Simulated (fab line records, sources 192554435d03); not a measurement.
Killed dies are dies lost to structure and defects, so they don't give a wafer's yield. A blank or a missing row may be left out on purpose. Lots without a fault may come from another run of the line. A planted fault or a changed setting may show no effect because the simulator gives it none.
fab line records | flow n5_finfet
record lots=7 wafers=21
route steps=1938 shown BEOL_M6@1200 BEOL_M7@1329 BEOL_M8@1332 BEOL_M10@1495 BEOL_M11@1541
start_h: hours from the record's first day to the start of the lot's first wafer shown | wait_h: hours since the lot's step before | " the same as in the row above | L1.1+2: a row that stands for several wafers | - no value, or no start given | * or withheld: withheld | < > ~ a bound
route shown NAME@n: a module of which the file shows steps, and the number in the route of the first | usual: mean/standard deviation of fault-free wafers | same: alike in all rows | chamber/n: place in a boat | sites: the reading at each site | _std_site: their standard deviation | _edge_site: outer sites' mean less inner sites' | radius_mm: how far each site lies from the wafer's centre | mask NAME#n: copy n | behind: the tool/chamber that last shaped the wafer | hold: why the lot was held/for how many hours/how that ended | device: the transistor (n, p or np) that didn't switch | end of line: the same wafers' tests at the end of the route | a step without rows: its recipe alone | killed: dies lost to structure and defects at the first sort, not the wafer's yield | map: a wafer's dies, x killed, . not, _ none there
set.NAME: the setting as run; set.NAME@STEP: as run at that earlier step | model.NAME: the simulator's own value behind a step, which no gauge read
lots whose settings were changed on purpose; a table a step, a row a wafer
## steps
# step N5_BEOL_M6_COAT_60
# recipe resist=SiARC temp_c=220 time_s=60 spin_rpm=1500 resist_thk_nm=35
# columns lot.wafer tool chamber start_h wait_h set.spin_rpm model.SiARC_of_BEOL_M6_COAT_60.thk_nm
L075.2 litho_track-03 0 - - 1397 36.2
L075.4 " 0 " " 1500 35
L075.6 " 0 " " 1500 34.8
L078.1 litho_track-03 0 - - 1500 34.8
L078.4 " 0 " " 1611 33.6
L078.6 " 0 " " 1611 33.8
L082.2+6 litho_track-03 0 - - 1341 37
L082.3 " 0 " " 1500 34.8
L084.1+3 litho_track-02 0 - - 1500 35
L084.2 " 0 " " 1500 34.8
L087.4+5 litho_track-01 0 - - 1620 33.6
L087.6 " 0 " " 1500 35
L093.2 litho_track-02 0 - - 1500 35.2
L093.4 " 0 " " 1500 35
L093.5 " 0 " " 1662 33.4
L096.1 litho_track-02 0 - - 1335 37
L096.4+5 " 0 " " 1500 35
# step N5_BEOL_M6_COAT_05
# recipe resist=CAR-ArF spin_rpm=1500 resist_thk_nm=90
# step N5_BEOL_M6_EBR_07
# recipe solvent=PGMEA ebr_width_mm=1.5
# step N5_BEOL_M6_DESCUM_16
# recipe chemistry=O2 time_s=7.9 source_power_w=50 bias_power_w=20 pressure_mtorr=20 rf_frequency_hz=2.712e+07 temp_c=40 resist=CAR-ArF o2_flow_sccm=225
# step N5_BEOL_M6_ETCH_61
# recipe chemistry=CF4 target=SiARC target_depth_a=455 mask_material=CAR-ArF time_s=75.8 ion_energy_ev=80 pressure_mtorr=40 source_w=545 bias_w=36 Ar_flow_sccm=100 cf4_flow_sccm=100 ends=cleared
# columns lot.wafer tool chamber start_h wait_h set.spin_rpm@BEOL_M6_COAT_60 model.CAR-ArF_of_BEOL_M6_COAT_05.thk_nm model.etch.depth_nm
L075.2 rie_diel-03 2 188.00 0.0 1397 49.6 36.21
L075.4 " 1 " " 1500 50.6 34.95
L075.6 " 2 " " 1500 50.8 34.76
L078.1 rie_diel-06 0 204.79 0.0 1500 51 34.89
L078.4 " 1 " " 1611 52.4 33.68
L078.6 " 1 " " 1611 52 33.73
L082.2 rie_diel-06 3 233.43 0.0 1341 48.8 36.9
L082.3 " 0 " " 1500 51 34.89
L082.6 " 2 " " 1341 49 36.95
L084.1 rie_diel-03 2 252.13 0.0 1500 50.6 34.97
L084.2 " 3 " " 1500 51 34.85
L084.3 " 0 " " 1500 50.6 34.91
L087.4 rie_diel-04 1 255.93 0.0 1620 51.6 33.6
L087.5 " 3 " " 1620 52 33.68
L087.6 " 0 " " 1500 50.8 35.09
L093.2 rie_diel-04 1 314.06 0.0 1500 50.8 35.16
L093.4 " 0 " " 1500 50.8 35.07
L093.5 " 0 " " 1662 52 33.39
L096.1 rie_diel-03 3 322.23 0.0 1335 49 37.06
L096.4 " 0 " " 1500 50.8 35.02
L096.5 " 3 " " 1500 50.8 34.95
# step N5_BEOL_M6_ETCH_62
# recipe chemistry=N2/H2 target=SOC target_depth_a=1100 overetch_a=220 mask_material=SiARC temp_c=40 time_s=165 ion_energy_ev=200 pressure_mtorr=30 source_w=840 bias_w=150 n2_flow_sccm=200 h2_flow_sccm=200
# columns lot.wafer tool chamber start_h wait_h set.spin_rpm@BEOL_M6_COAT_60 model.SiARC_of_BEOL_M6_COAT_60.thk_nm
L075.2 rie_diel-03 2 188.06 0.0 1397 29.2
L075.4 " 1 " " 1500 28.6
L075.6 " 2 " " 1500 27.8
L078.1 rie_diel-06 0 204.85 0.0 1500 28.4
L078.4+6 " 1 " " 1611 27
L082.2+6 rie_diel-06 3,2 233.49 0.0 1341 30.6
L082.3 " 0 " " 1500 28.2
L084.1 rie_diel-03 2 252.18 0.0 1500 28
L084.2 " 3 " " 1500 27.8
L084.3 " 0 " " 1500 28.4
L087.4 rie_diel-04 1 256.02 0.1 1620 26.6
L087.5 " 3 " " 1620 27
L087.6 " 0 " " 1500 28.6
L093.2 rie_diel-04 1 314.11 0.0 1500 28.4
L093.4 " 0 " " 1500 28.6
L093.5 " 0 " " 1662 26.8
L096.1 rie_diel-03 3 322.29 0.0 1335 30.2
L096.4 " 0 " " 1500 28.6
L096.5 " 3 " " 1500 28
# step N5_BEOL_M6_STRIP_68
# recipe chemistry=N2/H2 temp_c=40 n2_flow_sccm=200 h2_flow_sccm=200 rf_frequency_hz=6e+07
# step N5_BEOL_M6_STRIP_67
# recipe chemistry=CF4 resist=SiARC power_w=300 bias_power_w=75 pressure_mtorr=50 cf4_flow_sccm=150 rf_frequency_hz=6e+07
# step N5_BEOL_M6_HM_OPEN_17
# recipe chemistry=Cl2/BCl3 target_depth_a=200 overetch_a=60 target=TiN mask_material=SOC ion_energy_ev=150 pressure_mtorr=10 icp_w=1000 bias_w=126 Cl2_flow_sccm=53.25 bcl3_flow_sccm=21.75 Ar_flow_sccm=25
# columns lot.wafer tool chamber start_h wait_h set.target_thk_a@BEOL_M6_HM_DEP_02 model.etch.depth_nm
L075.2 rie_metal-03 0 188.24 0.0 210.9 21.16
L075.4 " 0 " " 200 19.93
L075.6 " 1 " " 210.9 21.35
L078.1 rie_metal-03 1 205.23 0.2 200 19.65
L078.4 " 0 " " 200 19.8
L078.6 " 1 " " 216 21.27
L082.2 rie_metal-01 0 233.67 0.0 200 20.33
L082.3 " 0 " " 200 20.48
L082.6 " 1 " " 193.1 19.62
L084.1 rie_metal-02 0 252.37 0.0 200 20.05
L084.2 " 1 " " 200 19.8
L084.3 " 0 " " 200 19.9
L087.4 rie_metal-02 0 256.17 0.1 200 20.21
L087.5 " 0 " " 223.3 22.27
L087.6 " 1 " " 223.3 22.3
L093.2 rie_metal-02 0 314.30 0.0 200 19.8
L093.4 " 1 " " 222.7 21.97
L093.5 " 0 " " 200 19.71
L096.1 rie_metal-01 0 322.47 0.0 217.4 21.87
L096.4 " 0 " " 217.4 21.98
L096.5 " 1 " " 200 20.09
# step N5_BEOL_M7_DEP_56
# recipe material=SiCN target_thk_a=100 temp_c=withheld precursor=3MS/NH3 pressure_torr=3 rf_w=202 time_s=17.5
# columns lot.wafer tool chamber start_h wait_h set.time_s model.SiCN_of_BEOL_M7_DEP_56.thk_nm
L075.2+6 pecvd-03 2 202.46 0.0 17.5 10.4
L075.4 " 1 " " 17.5 10.2
L078.1 pecvd-01 1 219.25 0.0 17.5 9.8
L078.4 " 2 " " 19.99 11.4
L078.6 " 0 " " 17.5 10
L082.2 pecvd-04 1 252.32 0.0 17.5 10
L082.3 " 2 " " 18.95 10.8
L082.6 " 1 " " 18.95 11
L084.1+3 pecvd-04 0 269.41 0.0 17.5 9.8
L084.2 " 2 " " 17.5 10
L087.4+5 pecvd-03 0,1 273.07 0.0 17.5 10.2
L087.6 " 2 " " 17.5 10.4
L093.2 pecvd-04 1 326.99 0.0 17.5 9.8
L093.4 " 0 " " 18.68 10.6
L093.5 " 2 " " 17.5 10
L096.1 pecvd-01 0 339.25 0.0 17.5 9.8
L096.4 " 1 " " 15.4 8.8
L096.5 " 0 " " 17.5 10.2
# step N5_BEOL_M8_ILD_DEP_00
# recipe material=SiCOH_lowk target_thk_a=1797.5 temp_c=300 precursor=DEMS/porogen pressure_torr=5 rf_w=500 time_s=33.4
# columns lot.wafer tool chamber start_h wait_h set.time_s model.SiCOH_lowk_of_BEOL_M8_ILD_DEP_00.thk_nm
L075.2 pecvd-02 2 202.59 0.0 33.4 182.4
L075.4 " 2 " " 33.4 183
L075.6 " 1 " " 33.4 181.8
L078.1 pecvd-03 1 219.38 0.0 36.32 190.6
L078.4 " 1 " " 33.4 179
L078.6 " 1 " " 36.32 193.6
L082.2 pecvd-03 1 252.45 0.0 31.78 168.8
L082.3 " 0 " " 33.4 180.8
L082.6 " 2 " " 33.4 176.2
L084.1 pecvd-03 0 269.56 0.0 33.4 179
L084.2 " 2 " " 33.4 175.8
L084.3 " 1 " " 33.4 176.2
L087.4 pecvd-04 1 273.20 0.1 28.71 158
L087.5 " 2 " " 33.4 180.2
L087.6 " 0 " " 33.4 182
L093.2 pecvd-02 0 327.12 0.0 33.4 180.8
L093.4 " 0 " " 33.4 182
L093.5 " 1 " " 33.4 183.2
L096.1 pecvd-04 2 339.43 0.1 33.4 177.8
L096.4 " 2 " " 31.96 172.8
L096.5 " 1 " " 33.4 179.8
# step N5_BEOL_M8_CURE_74
# recipe temp_c=385 time_s=240 ambient=He/Ar material=SiCOH_lowk
# columns lot.wafer tool chamber start_h wait_h set.time_s@BEOL_M8_ILD_DEP_00 model.SiCOH_lowk_of_BEOL_M8_ILD_DEP_00.thk_nm
L075.2 uv_cure-03 0 202.74 0.1 33.4 157.4
L075.4 " 0 " " 33.4 157.8
L075.6 " 0 " " 33.4 156.8
L078.1 uv_cure-01 0 219.47 0.1 36.32 164.4
L078.4 " 0 " " 33.4 154.4
L078.6 " 0 " " 36.32 167
L082.2 uv_cure-03 0 252.67 0.2 31.78 145.4
L082.3 " 0 " " 33.4 156
L082.6 " 0 " " 33.4 152
L084.1 uv_cure-02 2 269.63 0.0 33.4 154.4
L084.2 " 2 " " 33.4 151.6
L084.3 " 2 " " 33.4 151.8
L087.4 uv_cure-03 2 273.48 0.3 28.71 136.2
L087.5 " 2 " " 33.4 155.4
L087.6 " 2 " " 33.4 157
L093.2 uv_cure-02 1 327.27 0.1 33.4 156
L093.4 " 1 " " 33.4 157
L093.5 " 1 " " 33.4 158
L096.1 uv_cure-01 2 339.50 0.0 33.4 153.4
L096.4 " 2 " " 31.96 149
L096.5 " 2 " " 33.4 155
# step N5_BEOL_M8_THK_MEAS_01
# recipe reads=SiCOH_lowk_of_BEOL_M8_ILD_DEP_00
# usual M8_ILD_THK=155.2/2.1
# columns lot.wafer tool chamber start_h wait_h set.time_s@BEOL_M8_ILD_DEP_00 M8_ILD_THK[nm]
L075.2 film_metro-02 - 203.17 0.4 33.4 157.2
L075.4 " - " " 33.4 157.9
L075.6 " - " " 33.4 156.8
L078.1 film_metro-02 - 219.98 0.4 36.32 164.3
L078.4 " - " " 33.4 154.5
L078.6 " - " " 36.32 167.0
L082.2 film_metro-01 - 253.10 0.4 31.78 145.5
L082.3 " - " " 33.4 155.9
L082.6 " - " " 33.4 151.9
L084.1 film_metro-01 - 270.62 0.8 33.4 154.6
L084.2 " - " " 33.4 151.5
L084.3 " - " " 33.4 152.0
L087.4 film_metro-01 - 273.76 0.2 28.71 136.2
L087.5 " - " " 33.4 155.5
L087.6 " - " " 33.4 157.0
L093.2 film_metro-01 - 327.70 0.4 33.4 155.8
L093.4 " - " " 33.4 157.1
L093.5 " - " " 33.4 158.0
L096.1 film_metro-02 - 340.01 0.4 33.4 153.3
L096.4 " - " " 31.96 149.1
L096.5 " - " " 33.4 155.1
# step N5_BEOL_M8_EXPOSE_25
# recipe mask_id=V7 na=0.33 source_shape=annular sigma_inner=0.4 sigma_outer=0.8 polarization=unpolarized target_cd_nm=40 dose_mj=42.5
# columns lot.wafer tool chamber start_h wait_h mask set.dose_mj
L075.2+4 euv_scanner-01 0 206.05 - V7#0 42.5
L075.6 " 0 " " V7#0 40.75
L078.1+4+6 euv_scanner-01 0 222.91 - V7#0 42.5
L082.2+3+6 euv_scanner-01 0 257.97 - V7#0 42.5
L084.1+2+3 euv_scanner-02 0 274.86 - V7#0 42.5
L087.4+5+6 euv_scanner-01 0 276.74 - V7#0 39.65
L093.2+4+5 euv_scanner-01 0 331.39 - V7#0 42.5
L096.1+4 euv_scanner-02 0 343.05 - V7#0 40.51
L096.5 " 0 " " V7#0 42.5
# step N5_BEOL_M8_PEB_26
# recipe peb_temp_c=100 peb_time_s=60 resist=CAR-EUV
# step N5_BEOL_M8_DEVELOP_27
# recipe develop_time_s=30 developer=TMAH resist=CAR-EUV rinse_liquid=surfactant_rinse dry=air_spin dev_temp_c=23
# step N5_BEOL_M8_DESCUM_33
# recipe chemistry=O2 time_s=7 source_power_w=50 bias_power_w=20 pressure_mtorr=20 rf_frequency_hz=2.712e+07 temp_c=40 resist=CAR-EUV o2_flow_sccm=225
# columns lot.wafer tool chamber start_h wait_h set.dose_mj@BEOL_M8_EXPOSE_25 model.BEOL_M8.cd_nm
L075.2 rie_diel-06 2 206.56 0.3 42.5 40
L075.4 " 3 " " 42.5 39.8
L075.6 " 2 " " 40.75 39.2
L078.1+6 rie_diel-06 0,2 223.17 0.0 42.5 40
L078.4 " 3 " " 42.5 39.8
L082.2+3+6 rie_diel-04 1,3,1 258.38 0.2 42.5 40
L084.1 rie_diel-03 0 275.11 0.0 42.5 40
L084.2+3 " 2,3 " " 42.5 40.2
L087.4+5+6 rie_diel-03 2,2,3 277.00 0.1 39.65 38.8
L093.2 rie_diel-06 2 331.64 0.0 42.5 39.8
L093.4+5 " 0 " " 42.5 40
L096.1 rie_diel-04 1 343.83 0.6 40.51 39
L096.4 " 2 " " 40.51 39.2
L096.5 " 3 " " 42.5 40
# step N5_BEOL_M8_ETCH_65
# recipe chemistry=CF4 target=SiARC target_depth_a=156 mask_material=CAR-EUV time_s=26 ion_energy_ev=80 pressure_mtorr=40 source_w=545 bias_w=36 Ar_flow_sccm=100 cf4_flow_sccm=100 ends=cleared
# usual etch_rf_on_time_s=26.0/0.59 rf_vpp_V=183.7/1.2
# columns lot.wafer tool chamber start_h wait_h set.source_w etch_rf_on_time_s rf_vpp_V
L075.2 rie_diel-06 2 206.62 0.0 545 26.7 182.7
L075.4 " 3 " " 545 26.8 183.7
L075.6 " 2 " " 453.8 31.5 194.5
L078.1 rie_diel-06 0 223.22 0.0 499.9 28.6 189.0
L078.4 " 3 " " 499.9 29.0 189.0
L078.6 " 2 " " 545 27.1 182.3
L082.2 rie_diel-04 1 258.43 0.0 632.1 21.7 174.2
L082.3 " 3 " " 545 25.5 183.5
L082.6 " 1 " " 632.1 21.8 174.6
L084.1 rie_diel-03 0 275.17 0.0 545 26.2 184.7
L084.2 " 2 " " 545 25.7 182.3
L084.3 " 3 " " 545 25.3 185.0
L087.4 rie_diel-03 2 277.05 0.0 593.9 23.9 177.1
L087.5 " 2 " " 593.9 23.8 177.9
L087.6 " 3 " " 545 25.6 186.4
L093.2 rie_diel-06 2 331.69 0.0 545 26.4 187.0
L093.4 " 0 " " 485 29.0 189.4
L093.5 " 0 " " 485 29.2 192.0
L096.1 rie_diel-04 1 343.88 0.0 545 25.5 183.5
L096.4 " 2 " " 545 25.2 183.2
L096.5 " 3 " " 518.2 27.6 187.6
# step N5_BEOL_M10_COAT_64
# recipe resist=SiARC temp_c=220 time_s=60 spin_rpm=1500 resist_thk_nm=30
# columns lot.wafer tool chamber start_h wait_h set.spin_rpm model.SiARC_of_BEOL_M10_COAT_64.thk_nm
L075.2+4 litho_track-05 0 - - 1500 30
L075.6 " 0 " " 1595 29
L078.1 litho_track-04 0 - - 1500 29.8
L078.4+6 " 0 " " 1639 28.6
L082.2 litho_track-01 0 - - 1500 30
L082.3+6 " 0 " " 1500 29.8
L084.1+2+3 litho_track-01 0 - - 1500 30
L087.4 litho_track-05 0 - - 1438 30.8
L087.5+6 " 0 " " 1500 30
L093.2 litho_track-05 0 - - 1500 30
L093.4 " 0 " " 1395 31.2
L093.5 " 0 " " 1500 30.2
L096.1+5 litho_track-05 0 - - 1500 30
L096.4 " 0 " " 1385 31.2
# step N5_BEOL_M10_COAT_22
# recipe resist=CAR-ArF spin_rpm=1500 resist_thk_nm=90
# columns lot.wafer tool chamber start_h wait_h set.spin_rpm model.CAR-ArF_of_BEOL_M10_COAT_22.thk_nm
L075.2 litho_track-05 0 - - 1500 90.2
L075.4 " 0 " " 1563 88.4
L075.6 " 0 " " 1500 90
L078.1 litho_track-04 0 - - 1500 90
L078.4 " 0 " " 1500 90.2
L078.6 " 0 " " 1500 89.8
L082.2+3+6 litho_track-01 0 - - 1500 90
L084.1+2 litho_track-01 0 - - 1500 90.4
L084.3 " 0 " " 1500 90.2
L087.4+6 litho_track-05 0 - - 1500 90.2
L087.5 " 0 " " 1500 90
L093.2 litho_track-05 0 - - 1500 90
L093.4+5 " 0 " " 1437 92
L096.1 litho_track-05 0 - - 1645 85.8
L096.4 " 0 " " 1500 90
L096.5 " 0 " " 1500 90.4
# step N5_BEOL_M10_EBR_24
# recipe solvent=PGMEA ebr_width_mm=1.5
# step N5_BEOL_M10_SOFTBAKE_23
# recipe temp_c=110 time_s=60 resist=CAR-ArF
# step N5_BEOL_M10_DESCUM_33
# recipe chemistry=O2 time_s=7.9 source_power_w=50 bias_power_w=20 pressure_mtorr=20 rf_frequency_hz=2.712e+07 temp_c=40 resist=CAR-ArF o2_flow_sccm=225
# step N5_BEOL_M10_ETCH_65
# recipe chemistry=CF4 target=SiARC target_depth_a=390 mask_material=CAR-ArF time_s=65 ion_energy_ev=80 pressure_mtorr=40 source_w=545 bias_w=36 Ar_flow_sccm=100 cf4_flow_sccm=100 ends=cleared
# columns lot.wafer tool chamber start_h wait_h set.spin_rpm@BEOL_M10_COAT_64 set.spin_rpm@BEOL_M10_COAT_22 model.CAR-ArF_of_BEOL_M10_COAT_22.thk_nm model.etch.depth_nm
L075.2 rie_diel-03 3 221.43 0.0 1500 1500 55.8 30.05
L075.4 " 0 " " 1500 1563 53.8 30.01
L075.6 " 2 " " 1595 1500 56.4 29.08
L078.1 rie_diel-03 3 237.64 0.0 1500 1500 55.8 29.83
L078.4 " 2 " " 1639 1500 57.2 28.55
L078.6 " 1 " " 1639 1500 56.6 28.57
L082.2 rie_diel-04 0 275.22 0.0 1500 1500 55.6 29.94
L082.3 " 3 " " 1500 1500 55.6 29.87
L082.6 " 3 " " 1500 1500 55.8 29.83
L084.1 rie_diel-04 2 290.63 0.0 1500 1500 55.8 29.93
L084.2 " 0 " " 1500 1500 56 29.98
L084.3 " 3 " " 1500 1500 55.8 30
L087.4 rie_diel-04 3 295.04 0.0 1438 1500 55 30.73
L087.5 " 0 " " 1500 1500 55.4 30.09
L087.6 " 2 " " 1500 1500 55.6 30.07
L093.2 rie_diel-03 2 347.12 0.0 1500 1500 55.6 30.08
L093.4 " 0 " " 1395 1437 56.4 31.14
L093.5 " 2 " " 1500 1437 57.4 30.1
L096.1 rie_diel-06 2 363.77 0.0 1500 1645 51.2 30.04
L096.4 " 3 " " 1385 1500 54.6 31.16
L096.5 " 2 " " 1500 1500 55.8 29.94
# step N5_BEOL_M11_COAT_59
# recipe resist=SOC temp_c=250 time_s=60 spin_rpm=1500 resist_thk_nm=100
# columns lot.wafer tool chamber start_h wait_h set.spin_rpm model.SOC_of_BEOL_M11_COAT_59.thk_nm
L075.2 litho_track-03 0 227.80 0.1 1500 100
L075.4 " 0 " " 1416 102.8
L075.6 " 0 " " 1416 102.6
L078.1 litho_track-02 0 245.43 0.1 1584 97
L078.4+6 " 0 " " 1584 97.2
L082.2+3 litho_track-02 0 282.26 0.1 1500 99.8
L082.6 " 0 " " 1415 102.8
L084.1+2+3 litho_track-02 0 296.95 0.1 1500 100.2
L087.4 litho_track-03 0 300.34 0.1 1500 99.8
L087.5 " 0 " " 1500 100.2
L087.6 " 0 " " 1379 104.6
L093.2+4+5 litho_track-02 0 353.28 0.1 1366 105
L096.1 litho_track-03 0 370.32 0.1 1500 100
L096.4 " 0 " " 1500 100.4
L096.5 " 0 " " 1500 99.8
## key
split step=N5_BEOL_M6_COAT_60 setting=spin_rpm stated=1500 by=wafer
response step=N5_BEOL_M6_COAT_60 reading=model.SiARC_of_BEOL_M6_COAT_60.thk_nm change=-0.178 per=1% r=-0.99
response step=N5_BEOL_M6_ETCH_61 reading=model.CAR-ArF_of_BEOL_M6_COAT_05.thk_nm change=+0.154 per=1% r=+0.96
response step=N5_BEOL_M6_ETCH_61 reading=model.etch.depth_nm change=-0.18 per=1% r=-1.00
response step=N5_BEOL_M6_ETCH_62 reading=model.SiARC_of_BEOL_M6_COAT_60.thk_nm change=-0.187 per=1% r=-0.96
split step=N5_BEOL_M7_DEP_56 setting=time_s stated=17.5 by=wafer
response step=N5_BEOL_M7_DEP_56 reading=model.SiCN_of_BEOL_M7_DEP_56.thk_nm change=+0.104 per=1% r=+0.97
split step=N5_BEOL_M8_ILD_DEP_00 setting=time_s stated=33.4 by=wafer
response step=N5_BEOL_M8_ILD_DEP_00 reading=model.SiCOH_lowk_of_BEOL_M8_ILD_DEP_00.thk_nm change=+1.62 per=1% r=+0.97
response step=N5_BEOL_M8_CURE_74 reading=model.SiCOH_lowk_of_BEOL_M8_ILD_DEP_00.thk_nm change=+1.41 per=1% r=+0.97
response step=N5_BEOL_M8_THK_MEAS_01 reading=M8_ILD_THK change=+1.4 per=1% r=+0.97
split step=N5_BEOL_M8_EXPOSE_25 setting=dose_mj stated=42.5 by=wafer
response step=N5_BEOL_M8_DESCUM_33 reading=model.BEOL_M8.cd_nm change=+0.183 per=1% r=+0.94
split step=N5_BEOL_M8_ETCH_65 setting=source_w stated=545 by=wafer
response step=N5_BEOL_M8_ETCH_65 reading=etch_rf_on_time_s change=* per=1% r=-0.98
response step=N5_BEOL_M8_ETCH_65 reading=rf_vpp_V change=-0.641 per=1% r=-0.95
split step=N5_BEOL_M10_COAT_64 setting=spin_rpm stated=1500 by=wafer
response step=N5_BEOL_M10_COAT_64 reading=model.SiARC_of_BEOL_M10_COAT_64.thk_nm change=-0.15 per=1% r=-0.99
response step=N5_BEOL_M10_ETCH_65 reading=model.etch.depth_nm change=-0.147 per=1% r=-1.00
response step=N5_BEOL_M10_ETCH_65 reading=model.CAR-ArF_of_BEOL_M10_COAT_22.thk_nm slope=+0.128 per=1% together_with=spin_rpm@BEOL_M10_COAT_22 explained=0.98
split step=N5_BEOL_M10_COAT_22 setting=spin_rpm stated=1500 by=wafer
response step=N5_BEOL_M10_COAT_22 reading=model.CAR-ArF_of_BEOL_M10_COAT_22.thk_nm change=-0.451 per=1% r=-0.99
response step=N5_BEOL_M10_ETCH_65 reading=model.CAR-ArF_of_BEOL_M10_COAT_22.thk_nm change=-0.418 per=1% r=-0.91
split step=N5_BEOL_M11_COAT_59 setting=spin_rpm stated=1500 by=wafer
response step=N5_BEOL_M11_COAT_59 reading=model.SOC_of_BEOL_M11_COAT_59.thk_nm change=-0.539 per=1% r=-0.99
split outside_this_file step=N5_BEOL_M6_HM_DEP_02 setting=target_thk_a
# split outside_this_file: this setting was split too, and the file shows its column; the key of that split is in another file
